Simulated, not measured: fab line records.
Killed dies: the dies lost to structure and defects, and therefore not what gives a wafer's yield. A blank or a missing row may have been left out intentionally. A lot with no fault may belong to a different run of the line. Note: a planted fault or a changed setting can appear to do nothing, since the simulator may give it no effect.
fab line records    flow nandHarc
[record] lots = 24  wafers = 72  lastDay = 24
route steps=1159 shown A_CONTACT@866
lots untouched by any fault: they come from a run of this same line in which no faults occurred
startH: start of the lot's first displayed wafer, in hours after the record's first day    waitH: hours from the lot's prior step to this one    " same as the row above    L1.1+2: one row covering several wafers at once    - no value present, or no start provided    * or withheld: withheld    < > ~ a bound
route shown NAME@n: a module of which the file shows steps, and the number in the route of the first    usual: the fault-free wafers' mean and standard deviation    same: alike in all rows    chamber/n: place in a boat    sites: per-site readings    _std_site: the standard deviation of these    _edge_site: the outer-site mean with the inner-site mean subtracted    radiusMm: for every site, how far away it sits from the centre of the wafer    mask NAME#n: copy n    behind: the tool/chamber that last shaped the wafer    hold: why the lot went on hold/how many hours it stayed there/how the hold came to an end    device: the transistor (n, p or np) that didn't switch    end of line: the tests these same wafers got at the end of their route    for a step that has no rows: nothing shown but its recipe    killed: dies lost to structure and defects at the first sort, not the wafer's yield    map: per-die view of a wafer (x killed, . not killed, _ where there is no die)
set.NAME: the run value of the setting; set.NAME@STEP: its run value at that earlier step    model.NAME: the simulator's own value behind a step, which no gauge read
the route's steps for a sample of lots (tables are steps, rows are wafers)
services: a tool's chamber out of use, with start hour (startH, from the record's first day; less than 0 if before it), hours out, and reason
[[steps]]
[step NHARC_A_CONTACT_ETCH_115]
[recipe] sourceW = withheld  pressureMtorr = 20  biasV = 3000  timeS = 94  targetDepthA = 9220  arFlowSccm = withheld  c4f8FlowSccm = withheld  o2FlowSccm = withheld  chemistry = C4F8/O2/Ar
lot.wafer  tool           chamber  startH  waitH  rfHoursCounterH
L074.3     harCapEtch-02  0        357.99  0.1    -
L074.4     "              1        "       "      -
L074.5     "              1        "       "      -
L075.2     harCapEtch-02  1        367.68  0.1    8
L075.3     "              1        "       "      -
L075.6     "              1        "       "      -
L077.2     harCapEtch-03  0        374.50  0.1    81
L077.4     "              0        "       "      -
L077.5     "              0        "       "      -
L076.2     harCapEtch-02  0        383.56  0.1    11
L076.4     "              0        "       "      -
L076.3     "              1        "       "      -
L079.2     harCapEtch-01  0        390.77  0.1    58
L079.1     "              1        "       "      58
L079.5     "              0        "       "      -
L078.1     harCapEtch-03  1        392.62  0.1    85
L078.2     "              0        "       "      85
L078.6     "              1        "       "      -
L080.1     harCapEtch-01  0        395.72  0.1    59
L080.3     "              0        "       "      -
L080.6     "              1        "       "      -
L081.1     harCapEtch-02  0        412.56  0.1    17
L081.2     "              1        "       "      17
L081.4     "              1        "       "      -
L082.1     harCapEtch-03  1        425.32  0.1    89
L082.4     "              1        "       "      -
L082.5     "              0        "       "      -
L084.1     harCapEtch-01  1        426.81  0.1    63
L084.2     "              0        "       "      63
L084.5     "              1        "       "      -
L085.2     harCapEtch-01  1        437.64  0.1    65
L085.4     "              0        "       "      -
L085.5     "              0        "       "      -
L083.2     harCapEtch-01  1        441.53  0.1    66
L083.3     "              0        "       "      -
L083.6     "              1        "       "      -
L086.2     harCapEtch-03  0        447.41  0.1    92
L086.5     "              0        "       "      -
L086.6     "              1        "       "      -
L087.2     harCapEtch-02  0        450.19  0.1    22
L087.1     "              1        "       "      22
L087.4     "              0        "       "      -
L088.4     harCapEtch-01  1        454.91  0.1    -
L088.3     "              0        "       "      -
L088.5     "              1        "       "      -
L089.2     harCapEtch-01  1        457.98  0.1    70
L089.4     "              1        "       "      -
L089.6     "              0        "       "      -
L090.1     harCapEtch-03  0        460.38  0.1    95
L090.3     "              0        "       "      -
L090.5     "              1        "       "      -
L091.1     harCapEtch-03  1        474.08  0.1    98
L091.2     "              0        "       "      98
L091.5     "              0        "       "      -
L094.1     harCapEtch-02  1        481.95  0.1    29
L094.3     "              0        "       "      -
L094.6     "              1        "       "      -
L092.2     harCapEtch-03  0        483.74  0.1    99
L092.3     "              1        "       "      -
L092.6     "              0        "       "      -
L096.2     harCapEtch-02  1        489.98  0.1    30
L096.4     "              1        "       "      -
L096.5     "              1        "       "      -
L095.2     harCapEtch-01  0        493.92  0.1    76
L095.4     "              0        "       "      -
L095.6     "              1        "       "      -
L093.2     harCapEtch-03  1        496.22  0.1    102
L093.1     "              0        "       "      102
L093.4     "              0        "       "      -
L097.4     harCapEtch-03  0        507.38  0.1    -
L097.3     "              1        "       "      -
L097.5     "              0        "       "      -
[step NHARC_A_CONTACT_ETCH_117]
[recipe] sourceW = withheld  pressureMtorr = 20  biasV = 3000  timeS = 94  targetDepthA = 9220  arFlowSccm = withheld  c4f8FlowSccm = withheld  o2FlowSccm = withheld  chemistry = C4F8/O2/Ar
lot.wafer  tool           chamber  startH  waitH  rfHoursCounterH
L074.3     harCapEtch-02  0        358.17  0.1    -
L074.4     "              1        "       "      -
L074.5     "              1        "       "      -
L075.2     harCapEtch-02  1        367.86  0.1    8
L075.3     "              1        "       "      -
L075.6     "              1        "       "      -
L077.2     harCapEtch-03  0        374.68  0.1    82
L077.4     "              0        "       "      -
L077.5     "              0        "       "      -
L076.2     harCapEtch-02  0        383.74  0.1    11
L076.4     "              0        "       "      -
L076.3     "              1        "       "      -
L079.2     harCapEtch-01  0        390.95  0.1    58
L079.1     "              1        "       "      58
L079.5     "              0        "       "      -
L078.1     harCapEtch-03  1        392.80  0.1    86
L078.2     "              0        "       "      86
L078.6     "              1        "       "      -
L080.1     harCapEtch-01  0        395.90  0.1    59
L080.3     "              0        "       "      -
L080.6     "              1        "       "      -
L081.1     harCapEtch-02  0        412.74  0.1    17
L081.2     "              1        "       "      17
L081.4     "              1        "       "      -
L082.1     harCapEtch-03  1        425.51  0.1    89
L082.4     "              1        "       "      -
L082.5     "              0        "       "      -
L084.1     harCapEtch-01  1        426.99  0.1    64
L084.2     "              0        "       "      64
L084.5     "              1        "       "      -
L085.2     harCapEtch-01  1        437.82  0.1    65
L085.4     "              0        "       "      -
L085.5     "              0        "       "      -
L083.2     harCapEtch-01  1        441.71  0.1    66
L083.3     "              0        "       "      -
L083.6     "              1        "       "      -
L086.2     harCapEtch-03  0        447.60  0.1    92
L086.5     "              0        "       "      -
L086.6     "              1        "       "      -
L087.2     harCapEtch-02  0        450.38  0.1    22
L087.1     "              1        "       "      22
L087.4     "              0        "       "      -
L088.4     harCapEtch-01  1        455.09  0.1    -
L088.3     "              0        "       "      -
L088.5     "              1        "       "      -
L089.2     harCapEtch-01  1        458.16  0.1    70
L089.4     "              1        "       "      -
L089.6     "              0        "       "      -
L090.1     harCapEtch-03  0        460.57  0.1    95
L090.3     "              0        "       "      -
L090.5     "              1        "       "      -
L091.1     harCapEtch-03  1        474.26  0.1    98
L091.2     "              0        "       "      98
L091.5     "              0        "       "      -
L094.1     harCapEtch-02  1        482.13  0.1    29
L094.3     "              0        "       "      -
L094.6     "              1        "       "      -
L092.2     harCapEtch-03  0        483.92  0.1    99
L092.3     "              1        "       "      -
L092.6     "              0        "       "      -
L096.2     harCapEtch-02  1        490.17  0.1    30
L096.4     "              1        "       "      -
L096.5     "              1        "       "      -
L095.2     harCapEtch-01  0        494.11  0.1    76
L095.4     "              0        "       "      -
L095.6     "              1        "       "      -
L093.2     harCapEtch-03  1        496.40  0.1    102
L093.1     "              0        "       "      102
L093.4     "              0        "       "      -
L097.4     harCapEtch-03  0        507.56  0.1    -
L097.3     "              1        "       "      -
L097.5     "              0        "       "      -
[step NHARC_A_CONTACT_ETCH_122]
[recipe] sourceW = withheld  pressureMtorr = 20  biasV = 3000  timeS = 95  targetDepthA = 9300  arFlowSccm = withheld  c4f8FlowSccm = withheld  o2FlowSccm = withheld  chemistry = C4F8/O2/Ar
lot.wafer  tool           chamber  startH  waitH  rfHoursCounterH
L074.3     harCapEtch-02  0        358.63  0.1    -
L074.4     "              1        "       "      -
L074.5     "              1        "       "      -
L075.2     harCapEtch-02  1        368.32  0.1    9
L075.3     "              1        "       "      -
L075.6     "              1        "       "      -
L077.2     harCapEtch-03  0        375.13  0.1    82
L077.4     "              0        "       "      -
L077.5     "              0        "       "      -
L076.2     harCapEtch-02  0        384.19  0.1    11
L076.4     "              0        "       "      -
L076.3     "              1        "       "      -
L079.2     harCapEtch-01  0        391.40  0.1    58
L079.1     "              1        "       "      58
L079.5     "              0        "       "      -
L078.1     harCapEtch-03  1        393.26  0.1    86
L078.2     "              0        "       "      86
L078.6     "              1        "       "      -
L080.1     harCapEtch-01  0        396.36  0.1    59
L080.3     "              0        "       "      -
L080.6     "              1        "       "      -
L081.1     harCapEtch-02  0        413.19  0.1    17
L081.2     "              1        "       "      17
L081.4     "              1        "       "      -
L082.1     harCapEtch-03  1        425.96  0.1    89
L082.4     "              1        "       "      -
L082.5     "              0        "       "      -
L084.1     harCapEtch-01  1        427.44  0.1    64
L084.2     "              0        "       "      64
L084.5     "              1        "       "      -
L085.2     harCapEtch-01  1        438.28  0.1    65
L085.4     "              0        "       "      -
L085.5     "              0        "       "      -
L083.2     harCapEtch-01  1        442.17  0.1    66
L083.3     "              0        "       "      -
L083.6     "              1        "       "      -
L086.2     harCapEtch-03  0        448.05  0.1    93
L086.5     "              0        "       "      -
L086.6     "              1        "       "      -
L087.2     harCapEtch-02  0        450.83  0.1    23
L087.1     "              1        "       "      23
L087.4     "              0        "       "      -
L088.4     harCapEtch-01  1        455.55  0.1    -
L088.3     "              0        "       "      -
L088.5     "              1        "       "      -
L089.2     harCapEtch-01  1        458.61  0.1    70
L089.4     "              1        "       "      -
L089.6     "              0        "       "      -
L090.1     harCapEtch-03  0        461.02  0.1    95
L090.3     "              0        "       "      -
L090.5     "              1        "       "      -
L091.1     harCapEtch-03  1        474.71  0.1    98
L091.2     "              0        "       "      98
L091.5     "              0        "       "      -
L094.1     harCapEtch-02  1        482.58  0.1    29
L094.3     "              0        "       "      -
L094.6     "              1        "       "      -
L092.2     harCapEtch-03  0        484.37  0.1    100
L092.3     "              1        "       "      -
L092.6     "              0        "       "      -
L096.2     harCapEtch-02  1        490.62  0.1    30
L096.4     "              1        "       "      -
L096.5     "              1        "       "      -
L095.2     harCapEtch-01  0        494.56  0.1    76
L095.4     "              0        "       "      -
L095.6     "              1        "       "      -
L093.2     harCapEtch-03  1        496.85  0.1    102
L093.1     "              0        "       "      102
L093.4     "              0        "       "      -
L097.4     harCapEtch-03  0        508.02  0.1    -
L097.3     "              1        "       "      -
L097.5     "              0        "       "      -
[step NHARC_A_CONTACT_STRIP_55]
[recipe] o2FlowSccm = 500  arFlowSccm = 0  biasW = 0  chemistry = O2
[usual] drypumpMotorCurrentA = 6.0/0.38  oesProductAu = 1.002/0.012  rfVppV = 57.6/0.77  showerheadPlenumPTorr = 3.43/0.091  throttleValvePct = 17.037/0.01
lot.wafer  tool        chamber  startH  waitH  drypumpMotorCurrentA  oesProductAu  rfHoursCounterH  rfVppV  showerheadPlenumPTorr  throttleValvePct
L074.4     rieDiel-06  3        -       -      5.6                   1.002         20               57.3    3.59                   17.035
L074.3     "           2        "       "      6.5                   0.985         20               56.5    3.48                   17.044
L074.5     "           0        "       "      6.0                   1.004         -                57.3    3.43                   17.039
L075.2     rieDiel-06  0        -       -      6.0                   1.017         25               57.3    3.43                   17.050
L075.3     "           1        "       "      5.7                   1.006         25               57.2    3.48                   17.026
L075.6     "           0        "       "      6.0                   1.019         -                57.8    3.43                   17.044
L077.2     rieDiel-08  1        -       -      5.9                   1.005         22               56.9    3.40                   17.030
L077.4     "           2        "       "      6.5                   1.005         22               58.0    3.57                   17.030
L077.5     "           0        "       "      6.3                   0.989         -                56.6    3.32                   17.032
L076.2     rieDiel-03  3        -       -      5.3                   1.025         54               58.4    3.44                   17.041
L076.3     "           2        "       "      5.5                   0.996         55               57.6    3.33                   17.031
L076.4     "           3        "       "      5.3                   1.008         -                58.4    3.44                   17.047
L079.1     rieDiel-08  1        -       -      5.9                   1.011         28               57.0    3.40                   17.039
L079.2     "           2        "       "      6.5                   1.005         30               57.8    3.57                   17.027
L079.5     "           0        "       "      6.3                   0.999         -                57.4    3.32                   17.046
L078.1     rieDiel-06  1        -       -      5.7                   1.014         30               57.6    3.48                   17.055
L078.2     "           2        "       "      6.5                   0.989         25               57.8    3.47                   17.037
L078.6     "           2        "       "      6.6                   0.991         -                56.7    3.47                   17.037
L080.1     rieDiel-06  3        -       -      5.7                   0.993         28               58.4    3.59                   17.049
L080.3     "           2        "       "      6.5                   0.988         26               56.5    3.47                   17.035
L080.6     "           3        "       "      5.7                   0.985         -                57.7    3.59                   17.029
L081.2     rieDiel-06  2        -       -      6.5                   0.990         28               58.2    3.47                   17.047
L081.1     "           0        "       "      6.0                   1.009         32               57.4    3.42                   17.029
L081.4     "           1        "       "      5.7                   1.014         33               56.4    3.48                   17.039
L082.1     rieDiel-08  3        -       -      5.6                   0.982         39               56.4    3.41                   17.029
L082.4     "           3        "       "      5.5                   0.990         -                56.5    3.41                   17.021
L082.5     "           1        "       "      5.9                   1.006         -                57.3    3.39                   17.041
L084.1     rieDiel-06  0        -       -      6.0                   1.018         0                57.4    3.42                   17.037
L084.2     "           1        "       "      5.7                   1.014         0                58.0    3.48                   17.052
L084.5     "           3        "       "      5.7                   0.989         -                58.1    3.59                   17.059
L085.4     rieDiel-06  2        -       -      6.5                   0.991         2                57.7    3.47                   17.042
L085.2     "           0        "       "      6.0                   1.013         2                56.0    3.42                   17.041
L085.5     "           2        "       "      6.6                   0.997         -                59.2    3.47                   17.049
L083.3     rieDiel-06  1        -       -      5.7                   1.026         3                57.1    3.48                   17.032
L083.2     "           0        "       "      5.9                   1.015         3                58.5    3.42                   17.036
L083.6     "           2        "       "      6.5                   0.997         -                57.3    3.47                   17.037
L086.2     rieDiel-06  1        -       -      5.7                   1.025         4                58.4    3.48                   17.037
L086.5     "           0        "       "      5.9                   1.011         -                58.0    3.42                   17.047
L086.6     "           1        "       "      5.7                   1.033         -                56.2    3.48                   17.047
L087.1     rieDiel-03  0        -       -      6.5                   1.012         18               57.2    3.29                   17.032
L087.4     "           2        "       "      5.6                   0.994         17               56.6    3.32                   17.016
L087.2     "           3        "       "      5.3                   1.019         18               58.0    3.43                   17.045
L088.4     rieDiel-08  0        -       -      6.2                   0.996         51               58.6    3.30                   17.028
L088.3     "           1        "       "      5.9                   1.015         52               56.6    3.39                   17.030
L088.5     "           0        "       "      6.2                   1.004         -                57.0    3.30                   17.043
L089.2     rieDiel-06  3        -       -      5.6                   1.003         7                58.0    3.58                   17.019
L089.4     "           0        "       "      6.0                   1.017         -                56.9    3.42                   17.041
L089.6     "           2        "       "      6.5                   0.998         -                57.4    3.47                   17.047
L090.1     rieDiel-08  3        -       -      5.6                   0.989         51               58.5    3.40                   17.030
L090.3     "           0        "       "      6.2                   0.993         53               57.3    3.30                   17.033
L090.5     "           0        "       "      6.2                   0.987         -                58.8    3.30                   17.037
L091.2     rieDiel-08  3        -       -      5.6                   0.985         57               58.1    3.40                   17.043
L091.1     "           1        "       "      5.9                   0.998         59               57.7    3.38                   17.031
L091.5     "           3        "       "      5.6                   0.994         -                58.3    3.40                   17.017
L094.3     rieDiel-03  2        -       -      5.6                   0.997         28               57.5    3.32                   17.048
L094.1     "           0        "       "      6.5                   1.011         30               57.6    3.28                   17.038
L094.6     "           1        "       "      6.0                   1.005         -                57.0    3.36                   17.036
L092.3     rieDiel-06  3        -       -      5.7                   1.005         12               58.3    3.58                   17.033
L092.2     "           0        "       "      5.9                   1.012         12               58.8    3.41                   17.039
L092.6     "           2        "       "      6.6                   1.004         -                57.5    3.47                   17.026
L096.4     rieDiel-06  2        -       -      6.5                   0.997         14               59.0    3.46                   17.040
L096.2     "           1        "       "      5.7                   1.026         13               57.4    3.47                   17.041
L096.5     "           2        "       "      6.6                   0.989         -                56.8    3.46                   17.030
L095.2     rieDiel-03  0        -       -      6.5                   1.005         35               59.2    3.28                   17.048
L095.4     "           2        "       "      5.6                   1.001         34               57.4    3.31                   17.041
L095.6     "           1        "       "      6.0                   1.004         -                57.6    3.36                   17.032
L093.1     rieDiel-03  1        -       -      6.0                   1.013         38               57.3    3.36                   17.038
L093.4     "           2        "       "      5.6                   1.001         36               57.8    3.31                   17.041
L093.2     "           0        "       "      6.5                   1.007         37               55.8    3.28                   17.028
L097.4     rieDiel-08  0        -       -      6.2                   0.983         8                56.7    3.30                   17.025
L097.3     "           2        "       "      6.5                   0.994         10               56.8    3.55                   17.035
L097.5     "           3        "       "      5.5                   0.971         -                56.9    3.39                   17.054
[step NHARC_A_CONTACT_INSPECT_71]
[usual] rawDefectCount = 29/14
lot.wafer  tool              chamber  startH  waitH  rawDefectCount
L074.3     defectInspect-01  -        365.69  0.0    23
L074.4     "                 -        "       "      21
L074.5     "                 -        "       "      26
L075.2     defectInspect-01  -        374.94  0.0    11
L075.3     "                 -        "       "      18
L075.6     "                 -        "       "      14
L077.2     defectInspect-02  -        382.08  0.0    19
L077.4     "                 -        "       "      18
L077.5     "                 -        "       "      18
L076.2     defectInspect-01  -        390.43  0.0    25
L076.3     "                 -        "       "      22
L076.4     "                 -        "       "      29
L079.1     defectInspect-01  -        396.16  0.0    22
L079.2     "                 -        "       "      37
L079.5     "                 -        "       "      23
L078.1     defectInspect-01  -        397.79  0.0    25
L078.2     "                 -        "       "      32
L078.6     "                 -        "       "      36
L080.1     defectInspect-02  -        401.75  0.0    6
L080.3     "                 -        "       "      9
L080.6     "                 -        "       "      12
L081.1     defectInspect-02  -        417.70  0.0    23
L081.2     "                 -        "       "      18
L081.4     "                 -        "       "      23
L082.1     defectInspect-02  -        431.47  0.0    23
L082.4     "                 -        "       "      30
L082.5     "                 -        "       "      23
L084.1     defectInspect-02  -        432.11  0.0    33
L084.2     "                 -        "       "      40
L084.5     "                 -        "       "      35
L085.2     defectInspect-02  -        442.69  0.0    33
L085.4     "                 -        "       "      30
L085.5     "                 -        "       "      35
L083.2     defectInspect-02  -        447.59  0.0    12
L083.3     "                 -        "       "      11
L083.6     "                 -        "       "      18
L086.2     defectInspect-02  -        453.48  0.0    49
L086.5     "                 -        "       "      44
L086.6     "                 -        "       "      53
L087.1     defectInspect-02  -        456.87  0.0    12
L087.2     "                 -        "       "      8
L087.4     "                 -        "       "      16
L088.3     defectInspect-01  -        460.43  0.0    45
L088.4     "                 -        "       "      41
L088.5     "                 -        "       "      40
L089.2     defectInspect-01  -        463.23  0.0    8
L089.4     "                 -        "       "      9
L089.6     "                 -        "       "      16
L090.1     defectInspect-01  -        466.67  0.0    44
L090.3     "                 -        "       "      39
L090.5     "                 -        "       "      52
L091.1     defectInspect-01  -        479.23  0.0    33
L091.2     "                 -        "       "      23
L091.5     "                 -        "       "      29
L094.1     defectInspect-02  -        490.52  0.0    52
L094.3     "                 -        "       "      52
L094.6     "                 -        "       "      62
L092.2     defectInspect-01  -        492.22  0.0    31
L092.3     "                 -        "       "      35
L092.6     "                 -        "       "      36
L096.2     defectInspect-01  -        497.33  0.0    36
L096.4     "                 -        "       "      45
L096.5     "                 -        "       "      42
L095.2     defectInspect-02  -        499.22  0.0    32
L095.4     "                 -        "       "      42
L095.6     "                 -        "       "      45
L093.1     defectInspect-01  -        503.00  0.0    47
L093.2     "                 -        "       "      36
L093.4     "                 -        "       "      54
L097.3     defectInspect-01  -        514.90  0.0    13
L097.4     "                 -        "       "      12
L097.5     "                 -        "       "      12
[step NHARC_A_CONTACT_ETCH_130]
[recipe] sourceW = withheld  pressureMtorr = 20  biasV = 1200  timeS = 155  targetDepthA = 9560  arFlowSccm = withheld  c4f8FlowSccm = withheld  o2FlowSccm = withheld  chemistry = C4F8/O2/Ar
lot.wafer  tool           chamber  startH  waitH  rfHoursCounterH
L074.4     harCapEtch-01  1        367.88  0.1    -
L074.3     "              0        "       "      -
L074.5     "              1        "       "      -
L075.2     harCapEtch-03  0        377.26  0.1    83
L075.3     "              0        "       "      -
L075.6     "              0        "       "      -
L077.2     harCapEtch-01  0        384.18  0.1    57
L077.4     "              0        "       "      -
L077.5     "              0        "       "      -
L076.2     harCapEtch-02  0        392.51  0.1    13
L076.3     "              0        "       "      -
L076.4     "              1        "       "      -
L079.2     harCapEtch-02  0        398.43  0.1    14
L079.1     "              1        "       "      14
L079.5     "              0        "       "      -
L078.1     harCapEtch-01  1        400.17  0.1    61
L078.2     "              0        "       "      61
L078.6     "              1        "       "      -
L080.1     harCapEtch-02  0        403.83  0.1    16
L080.3     "              0        "       "      -
L080.6     "              0        "       "      -
L081.1     harCapEtch-01  1        419.98  0.1    63
L081.2     "              0        "       "      63
L081.4     "              0        "       "      -
L082.1     harCapEtch-02  1        433.58  0.1    19
L082.4     "              0        "       "      -
L082.5     "              1        "       "      -
L084.1     harCapEtch-03  0        434.59  0.2    90
L084.2     "              1        "       "      90
L084.5     "              1        "       "      -
L085.2     harCapEtch-02  0        444.79  0.1    21
L085.4     "              0        "       "      -
L085.5     "              1        "       "      -
L083.2     harCapEtch-01  0        449.72  0.1    68
L083.3     "              1        "       "      -
L083.6     "              0        "       "      -
L086.2     harCapEtch-02  1        455.61  0.1    24
L086.5     "              0        "       "      -
L086.6     "              1        "       "      -
L087.1     harCapEtch-02  0        459.27  0.1    25
L087.2     "              1        "       "      25
L087.4     "              1        "       "      -
L088.4     harCapEtch-01  0        462.68  0.1    -
L088.3     "              1        "       "      -
L088.5     "              1        "       "      -
L089.2     harCapEtch-03  0        465.67  0.1    96
L089.4     "              1        "       "      -
L089.6     "              1        "       "      -
L090.1     harCapEtch-02  1        468.86  0.1    27
L090.3     "              0        "       "      -
L090.5     "              1        "       "      -
L091.1     harCapEtch-01  0        481.32  0.1    74
L091.2     "              1        "       "      74
L091.5     "              1        "       "      -
L094.1     harCapEtch-03  0        492.64  0.1    101
L094.3     "              1        "       "      -
L094.6     "              0        "       "      -
L092.2     harCapEtch-02  0        494.39  0.1    31
L092.3     "              1        "       "      -
L092.6     "              0        "       "      -
L096.2     harCapEtch-02  1        499.57  0.1    33
L096.4     "              0        "       "      -
L096.5     "              1        "       "      -
L095.2     harCapEtch-03  0        501.50  0.1    103
L095.4     "              1        "       "      -
L095.6     "              1        "       "      -
L093.2     harCapEtch-02  0        505.25  0.1    34
L093.1     "              1        "       "      34
L093.4     "              1        "       "      -
L097.4     harCapEtch-03  0        517.22  0.1    -
L097.3     "              1        "       "      -
L097.5     "              1        "       "      -
[[services]]
tool        chamber  startH  hours  kind
rieDiel-06  0        348.26  -      clean
rieDiel-06  1        348.26  -      clean
rieDiel-06  2        348.26  -      clean
rieDiel-06  3        348.26  -      clean
rieDiel-06  2        363.74  8.6    repair
rieDiel-06  0        372.78  -      clean
rieDiel-06  1        372.78  -      clean
rieDiel-06  2        372.78  -      clean
rieDiel-06  3        372.78  -      clean
rieDiel-06  2        372.95  7.0    repair
rieDiel-03  -        392.49  9.0    pm
rieDiel-06  0        397.28  -      clean
rieDiel-06  1        397.28  -      clean
rieDiel-06  2        397.28  -      clean
rieDiel-06  3        397.28  -      clean
rieDiel-08  3        412.25  7.3    repair
rieDiel-06  -        418.25  9.0    pm
rieDiel-06  0        418.25  9.0    ventCycle
rieDiel-08  0        425.33  4.7    repair
rieDiel-03  2        435.96  5.0    repair
rieDiel-08  2        457.24  16.9   repair
rieDiel-08  -        478.95  9.0    pm
rieDiel-06  2        496.83  10.5   repair
rieDiel-08  0        501.98  4.2    repair
[[key]]
fault none
